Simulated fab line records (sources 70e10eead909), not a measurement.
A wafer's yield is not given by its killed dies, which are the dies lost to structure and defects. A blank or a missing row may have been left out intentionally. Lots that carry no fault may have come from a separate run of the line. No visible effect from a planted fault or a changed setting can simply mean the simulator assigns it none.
Matching of chambers | flow nand harc | NHARC_P_M2_DESCUM_14 on rie diel-07: 4 sister chambers
The step chemistry O2, time 3 s. 4 wafers are shown with their chamber, then 10 later ones without.

== WAFERS, EACH WITH ITS CHAMBER ==
wafer  | chamber | drypump motor current A (A)
L084.4 | 1       | 5.3
L084.5 | 3       | 6.3
L086.1 | 0       | 5.0
L086.3 | 2       | 5.2

== WAFERS WITH NO CHAMBER GIVEN ==
wafer  | drypump motor current A (A)
L086.5 | 5.3
L085.1 | 5.0
L085.2 | 5.2
L085.6 | 6.3
L088.1 | 6.3
L088.2 | 4.9
L088.4 | 5.3
L089.2 | 6.3
L089.4 | 5.0
L089.5 | 5.3

== CHAMBER TAKEN BY EACH ==
wafer  | from the rows above | in truth
L086.5 | 1                   | 1
L085.1 | 0                   | 0
L085.2 | 2                   | 2
L085.6 | 3                   | 3
L088.1 | 3                   | 3
L088.2 | 0                   | 0
L088.4 | 1                   | 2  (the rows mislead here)
L089.2 | 3                   | 3
L089.4 | 0                   | 0
L089.5 | 1                   | 1
Placed correctly: 9 of 10. Left unplaced by these rows: 0. Number placed wrongly: 1.
How it was worked out, from the rows above alone: a wafer's distance from a chamber is the root of the sum, over the readings, of the square of ((its reading less the chamber's mean) divided by the reading's scatter). The wafer belongs to the nearest chamber; if the next one is less than 2 further off, it can't be placed. For every chamber, the mean is computed from those of its wafers that are shown. The scatter: root of mean squared gap, hidden wafer to nearest shown wafer, with one shown wafer a chamber.
